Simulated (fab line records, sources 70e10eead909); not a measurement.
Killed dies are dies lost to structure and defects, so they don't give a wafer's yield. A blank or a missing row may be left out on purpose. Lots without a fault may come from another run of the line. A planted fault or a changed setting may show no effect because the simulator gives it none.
fab line records | flow nand_harc
record lots=12 wafers=36 last_day=24
route steps=1159 shown A_BONDPAD@1087 THIN_TSV@1124 END@1159
lots that met no fault: from a run of the same line without faults
start_h: hours from the record's first day to the start of the lot's first wafer shown | wait_h: hours since the lot's step before | " the same as in the row above | L1.1+2: a row that stands for several wafers | - no value, or no start given | * or withheld: withheld | < > ~ a bound
route shown NAME@n: a module of which the file shows steps, and the number in the route of the first | usual: mean/standard deviation of fault-free wafers | same: alike in all rows | chamber/n: place in a boat | sites: the reading at each site | _std_site: their standard deviation | _edge_site: outer sites' mean less inner sites' | radius_mm: how far each site lies from the wafer's centre | mask NAME#n: copy n | behind: the tool/chamber that last shaped the wafer | hold: why the lot was held/for how many hours/how that ended | device: the transistor (n, p or np) that didn't switch | end of line: the same wafers' tests at the end of the route | a step without rows: its recipe alone | killed: dies lost to structure and defects at the first sort, not the wafer's yield | map: a wafer's dies, x killed, . not, _ none there
set.NAME: the setting as run; set.NAME@STEP: as run at that earlier step | model.NAME: the simulator's own value behind a step, which no gauge read
steps of the route over a sample of lots; a table a step, a row a wafer
services: from which hour (start_h, from the record's first day; less than 0 if before it) a tool's chamber was out of use, for how many hours, and why
## steps
# step NHARC_A_BONDPAD_ANNEAL_28
# recipe temp_c=225 time_s=90
# usual wafer_temp_C_max=225.76/0.28
# columns lot.wafer tool chamber start_h wait_h wafer_temp_C_max
L770.1 rtp_anneal-02 0 416.41 0.4 225.71
L770.2 " 0 " " 225.73
L770.5 " 0 " " 225.29
L771.1 rtp_anneal-02 0 416.80 0.3 226.11
L771.3 " 0 " " 225.62
L771.4 " 0 " " 225.66
L772.1 rtp_anneal-01 0 442.56 - 226.31
L772.2 " 0 " " 225.72
L772.3 " 0 " " 226.16
L776.2 rtp_anneal-02 0 454.16 0.4 226.02
L776.3 " 0 " " 225.69
L776.4 " 0 " " 225.72
L778.2 rtp_anneal-02 0 477.62 0.4 225.69
L778.4 " 0 " " 225.46
L778.5 " 0 " " 225.67
L779.1 rtp_anneal-02 0 484.16 - 225.45
L779.4 " 0 " " 225.45
L779.6 " 0 " " 225.68
L781.1 rtp_anneal-02 0 485.49 - 225.50
L781.2 " 0 " " 225.44
L781.4 " 0 " " 225.81
L783.3 rtp_anneal-02 0 494.56 0.3 225.77
L783.4 " 0 " " 225.64
L783.6 " 0 " " 225.68
L787.1 rtp_anneal-02 0 517.88 - 225.81
L787.2 " 0 " " 226.04
L787.6 " 0 " " 225.81
L788.1 rtp_anneal-01 0 532.51 - 226.44
L788.4 " 0 " " 225.81
L788.5 " 0 " " 225.92
L789.2 rtp_anneal-02 0 535.75 - 225.65
L789.3 " 0 " " 225.71
L789.6 " 0 " " 225.82
L790.2 rtp_anneal-02 0 548.81 - 225.65
L790.3 " 0 " " 225.60
L790.4 " 0 " " 225.68
# step NHARC_THIN_TSV_DEP_47
# recipe target_thk_a=2000 temp_c=withheld pressure_torr=6.5 rf_w=900 teos_flow_sccm=161.4 flow_sccm=2650 target_thk_nm=200 gas=O2 material=SiO2
# usual chamber_pressure_Torr=6.500/0.015 rf_fwd_power_W=898.2/3 throttle_valve_pct=15.7/0.37
# columns lot.wafer tool chamber start_h wait_h chamber_pressure_Torr rf_fwd_power_W throttle_valve_pct
L771.1 pecvd-03 0 434.65 - 6.527 894.9 16.2
L771.3 " 1 " " 6.507 902.7 15.6
L771.4 " 1 " " 6.499 898.3 15.1
L770.1 pecvd-03 1 435.28 - 6.484 899.8 15.4
L770.2 " 2 " " 6.486 895.2 16.3
L770.5 " 1 " " 6.501 898.7 15.5
L772.3 pecvd-02 2 457.92 - 6.496 901.4 16.2
L772.1 " 0 " " 6.500 901.7 16.1
L772.2 " 1 " " 6.482 897.9 15.8
L776.2 pecvd-04 1 469.61 - 6.503 896.1 15.6
L776.3 " 2 " " 6.509 898.2 16.0
L776.4 " 1 " " 6.529 900.7 15.1
L778.2 pecvd-04 1 493.38 - 6.506 898.9 15.3
L778.4 " 1 " " 6.509 896.7 15.2
L778.5 " 2 " " 6.462 896.5 16.1
L779.1 pecvd-03 2 499.52 - 6.508 899.2 15.7
L779.4 " 0 " " 6.514 902.3 15.0
L779.6 " 1 " " 6.495 899.8 15.5
L781.2 pecvd-02 0 500.63 - 6.489 896.8 16.1
L781.1 " 1 " " 6.483 895.9 16.1
L781.4 " 2 " " 6.468 896.1 16.0
L783.3 pecvd-04 0 509.84 - 6.501 902.9 15.4
L783.6 " 2 " " 6.471 896.8 15.8
L783.4 " 0 " " 6.517 903.3 15.2
L787.1 pecvd-04 0 534.07 - 6.492 899.0 15.3
L787.2 " 2 " " 6.487 894.0 16.0
L787.6 " 0 " " 6.483 901.6 15.7
L789.3 pecvd-04 0 550.77 - 6.528 904.6 15.5
L789.2 " 1 " " 6.488 897.4 15.5
L789.6 " 2 " " 6.508 897.0 16.0
L788.1 pecvd-03 2 552.21 - 6.506 897.3 16.1
L788.4 " 1 " " 6.484 897.1 15.3
L788.5 " 2 " " 6.511 901.6 16.1
L790.2 pecvd-03 2 565.80 - 6.501 899.3 15.9
L790.3 " 0 " " 6.480 895.8 15.4
L790.4 " 0 " " 6.508 895.6 15.5
# step NHARC_THIN_TSV_STRIP_62
# recipe power_w=1500 temp_c=250 time_s=20 chemistry=N2/H2
# usual drypump_motor_current_A=6.19/0.2 heater_power_w=330/23
# columns lot.wafer tool chamber start_h wait_h drypump_motor_current_A heater_power_w rf_hours_counter_h
L771.1 plasma_asher-02 0 435.43 - 6.36 302 22
L771.4 " 1 " " 6.00 350 -
L771.3 " 0 " " 6.40 309 -
L770.1 plasma_asher-01 0 436.04 - 6.39 338 66
L770.2 " 1 " " 5.95 314 66
L770.5 " 1 " " 5.96 322 -
L772.1 plasma_asher-02 0 459.68 - 6.39 302 34
L772.2 " 1 " " 5.96 350 34
L772.3 " 1 " " 6.00 348 -
L776.2 plasma_asher-02 1 470.34 - 6.00 351 38
L776.3 " 0 " " 6.41 303 -
L776.4 " 1 " " 6.02 354 -
L778.2 plasma_asher-01 1 494.11 - 5.99 315 9
L778.4 " 1 " " 5.98 316 -
L778.5 " 0 " " 6.35 361 -
L779.1 plasma_asher-02 0 500.20 - - - -
L779.4 " 0 " " - - -
L779.6 " 0 " " - - -
L781.1 plasma_asher-01 1 501.34 - - - -
L781.2 " 0 " " - - -
L781.4 " 0 " " - - -
L783.4 plasma_asher-02 0 510.60 - - - -
L783.3 " 1 " " - - -
L783.6 " 0 " " - - -
L787.2 plasma_asher-02 1 534.84 - 5.99 339 57
L787.1 " 0 " " 6.37 305 57
L787.6 " 0 " " 6.37 300 -
L789.2 plasma_asher-02 1 551.60 - 5.95 331 3
L789.3 " 0 " " 6.37 307 -
L789.6 " 1 " " 6.00 334 -
L788.1 plasma_asher-02 0 552.98 - 6.37 305 3
L788.4 " 0 " " 6.41 311 -
L788.5 " 1 " " 6.00 338 -
L790.2 plasma_asher-01 0 566.91 - 6.35 364 39
L790.4 " 1 " " 6.00 313 -
L790.3 " 0 " " 6.36 363 -
# step NHARC_THIN_TSV_PVD_51
# recipe target_thk_a=1000 chamber_pressure_pa=5 material=Cu
# usual throttle_valve_pct=29.5/0.7
# columns lot.wafer tool chamber start_h wait_h throttle_valve_pct
L771.3 pvd_sputter-03 - - - 30.5
L771.4 " - " " 28.5
L771.1 " - " " 29.3
L770.2 pvd_sputter-03 - - - 28.9
L770.1 " - " " 28.7
L770.5 " - " " 28.4
L772.1 pvd_sputter-01 - - - 29.6
L772.3 " - " " 29.6
L772.2 " - " " 29.2
L776.4 pvd_sputter-02 - - - 29.9
L776.3 " - " " 28.9
L776.2 " - " " 28.7
L778.2 pvd_sputter-01 - - - 29.7
L778.4 " - " " 29.7
L778.5 " - " " 30.1
L779.4 pvd_sputter-03 - - - 29.3
L779.1 " - " " 29.0
L779.6 " - " " 31.4
L781.1 pvd_sputter-03 - - - 29.5
L781.4 " - " " 29.0
L781.2 " - " " 30.7
L783.4 pvd_sputter-03 - - - 29.5
L783.3 " - " " 28.9
L783.6 " - " " 29.5
L787.1 pvd_sputter-03 - - - 28.6
L787.2 " - " " 29.2
L787.6 " - " " 30.9
L789.2 pvd_sputter-03 - - - 29.3
L789.3 " - " " 29.3
L789.6 " - " " 31.3
L788.4 pvd_sputter-02 - - - 28.8
L788.1 " - " " 29.9
L788.5 " - " " 28.8
L790.4 pvd_sputter-02 - - - 28.7
L790.3 " - " " 30.1
L790.2 " - " " 29.0
# step NHARC_END_SORT_01
# recipe temp_c=25
# usual defect_limited_yield=95.1/1.8 killed_at_array=29/11 killed_at_other=0.6/0.89 killed_at_periphery=3.8/2.8 killed_dies=33/12 killed_open=3.5/1.9 killed_short=1.9/1.3 sort_bin_2_pct=1.5/0.72 sort_bin_3_pct=0.28/0.23 sort_bin_4_pct=3.1/1.2 sort_n_pass=644/12 sort_rim_yield_pct=94.8/2.9 sort_yield_pct=95.1/1.8
# same gross_dies=677 sort_bin_5_pct[%]=0 sort_bin_6_pct[%]=0 sort_bin_7_pct[%]=0 sort_bin_8_pct[%]=0 sort_rim_n_gross=106.00
# columns lot.wafer tool chamber start_h wait_h defect_limited_yield[%] killed_at_array killed_at_other killed_at_periphery killed_dies killed_open killed_short sort_bin_2_pct[%] sort_bin_3_pct[%] sort_bin_4_pct[%] sort_n_pass sort_rim_yield_pct[%] sort_yield_pct[%]
L779.1 prober-02 0 512.69 2.5 95.1 23 7 3 33 11 1 1.5 0.30 3.1 644 93.4 95.1
L779.4 prober-02 0 515.08 3.4 94.4 29 7 2 38 11 3 1.5 0.44 3.7 639 90.6 94.4
L779.6 prober-02 0 516.68 4.0 92.3 39 8 5 52 12 3 2.4 0.44 4.9 625 86.8 92.3
L781.1 prober-01 0 514.12 2.5 93.4 38 3 4 45 6 4 2.1 0.30 4.3 632 92.5 93.4
L781.2 prober-01 0 514.90 2.8 90.8 48 10 4 62 12 3 4.1 0.30 4.7 615 95.3 90.8
L781.4 prober-01 0 516.47 3.3 92.5 35 9 7 51 8 4 2.7 0.44 4.4 626 94.3 92.5
L783.3 prober-02 0 527.68 3.1 91.6 45 6 6 57 8 2 3.0 0.30 5.2 620 96.2 91.6
L783.4 prober-02 0 528.48 3.4 92.5 34 7 10 51 6 2 1.9 0.30 5.3 626 87.7 92.5
L783.6 prober-02 0 530.09 4.0 91.4 47 4 7 58 5 5 1.8 0.89 5.9 619 96.2 91.4
# killed by level:class
L779.1 A_SLIT:chamber_film_flake=10 THIN_TSV:geometric_particle:open=6 A_CHANNEL_HOLE_D1:chamber_film_flake=4 A_STAIRCASE:chamber_film_flake=3 P_CONTACT:geometric_particle:open=1 P_M0:geometric_particle:open=1 A_CHANNEL_FILL_D1:geometric_particle:open=1 A_WL_FILL:geometric_particle:open=1
L781.1 A_CHANNEL_HOLE_D1:chamber_film_flake=14 A_SLIT:chamber_film_flake=8 A_STAIRCASE:chamber_film_flake=6 A_ONON_D1:geometric_particle:open=3 A_CHANNEL_FILL_D1:geometric_particle:short=1 A_STAIRCASE:geometric_particle:open=1 A_SGD_CUT:geometric_particle:short=1 A_CONTACT:geometric_particle:short=1
L781.2 A_CHANNEL_HOLE_D1:chamber_film_flake=19 A_SLIT:chamber_film_flake=13 THIN_TSV:geometric_particle:open=8 A_STAIRCASE:chamber_film_flake=8 A_CONTACT:chamber_film_flake=3 P_CONTACT:geometric_particle:short=1 P_M0:geometric_particle:open=1 A_ONON_D1:geometric_particle:open=1
L779.4 A_SLIT:chamber_film_flake=9 A_CHANNEL_HOLE_D1:chamber_film_flake=5 A_STAIRCASE:chamber_film_flake=5 THIN_TSV:geometric_particle:open=4 A_CONTACT:chamber_film_flake=4 THIN_TSV:geometric_particle:short=2 P_GATE:geometric_particle:open=1 A_CHANNEL_FILL_D1:geometric_particle:short=1
L781.4 A_CHANNEL_HOLE_D1:chamber_film_flake=16 A_SLIT:chamber_film_flake=9 THIN_TSV:geometric_particle:open=5 A_STAIRCASE:chamber_film_flake=4 P_GATE:chamber_film_flake=3 THIN_TSV:geometric_particle:short=2 THIN_TSV:chamber_film_flake=2 P_M0:geometric_particle:short=1
L779.6 A_SLIT:chamber_film_flake=13 A_STAIRCASE:chamber_film_flake=10 THIN_TSV:geometric_particle:open=8 A_CHANNEL_HOLE_D1:chamber_film_flake=7 A_CHANNEL_FILL_D1:geometric_particle:open=2 A_CHANNEL_FILL_D1:chamber_film_flake=2 P_CONTACT:geometric_particle:short=1 A_CONTACT:geometric_particle:open=1
L783.3 A_SLIT:chamber_film_flake=22 A_CHANNEL_HOLE_D1:chamber_film_flake=14 THIN_TSV:geometric_particle:open=6 P_CONTACT:chamber_film_flake=3 A_CONTACT:chamber_film_flake=3 P_GATE:chamber_film_flake=2 A_WL_FILL:chamber_film_flake=2 P_GATE:geometric_particle:open=1
L783.4 A_CHANNEL_HOLE_D1:chamber_film_flake=16 A_SLIT:chamber_film_flake=12 P_CONTACT:chamber_film_flake=7 THIN_TSV:geometric_particle:open=6 P_GATE:chamber_film_flake=3 A_STAIRCASE:chamber_film_flake=2 A_WL_FILL:chamber_film_flake=2 A_ONON_D1:geometric_particle:short=1
L783.6 A_SLIT:chamber_film_flake=20 A_CHANNEL_HOLE_D1:chamber_film_flake=18 P_CONTACT:chamber_film_flake=5 A_WL_FILL:geometric_particle:short=3 THIN_TSV:geometric_particle:open=3 A_CONTACT:chamber_film_flake=3 P_GATE:chamber_film_flake=2 A_STAIRCASE:geometric_particle:short=1
## services
# columns tool chamber start_h hours kind
plasma_asher-01 - 417.68 3.2 repair
pecvd-04 - 419.01 0.6 repair
pvd_sputter-01 - 423.62 5.1 repair
plasma_asher-01 - 453.38 9.0 pm
pvd_sputter-03 - 458.00 10.0 pm
pvd_sputter-03 - 468.49 2.1 repair
pecvd-03 - 473.00 13.0 pm
pecvd-03 0 473.00 13.0 vent_cycle
pecvd-03 1 473.00 13.0 vent_cycle
pecvd-03 2 473.00 13.0 vent_cycle
pecvd-03 0 486.00 - clean
pecvd-03 1 486.00 - clean
pecvd-03 2 486.00 - clean
pecvd-02 - 515.16 13.0 pm
pvd_sputter-02 - 519.95 13.5 repair
pecvd-02 0 532.21 17.7 repair
plasma_asher-01 - 536.48 0.7 repair
plasma_asher-02 - 537.12 9.0 pm
plasma_asher-02 0 537.12 9.0 vent_cycle
plasma_asher-02 1 537.12 9.0 vent_cycle
plasma_asher-02 0 546.12 - clean
plasma_asher-02 1 546.12 - clean
pvd_sputter-01 - 554.96 10.0 pm
pecvd-04 - 557.25 13.0 pm
## key
first_sign step=NHARC_THIN_TSV_STRIP_62 reading=tool_record direction=missing
effect step=NHARC_END_SORT_01 reading=killed_at_other direction=up sigmas=6.2 usual=0.6 struck=6.8
met_at NHARC_THIN_TSV_STRIP_62
struck_lots L779,L781,L783
not_acting_at NHARC_A_BONDPAD_ANNEAL_28,NHARC_THIN_TSV_DEP_47,NHARC_THIN_TSV_PVD_51
onset_between 494.11 500.20
fault kind=skipped_step_whole tool=plasma_asher-01,plasma_asher-02 chamber=- onset_h=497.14 steps=NHARC_THIN_TSV_STRIP_62 scope=struck_lots_only
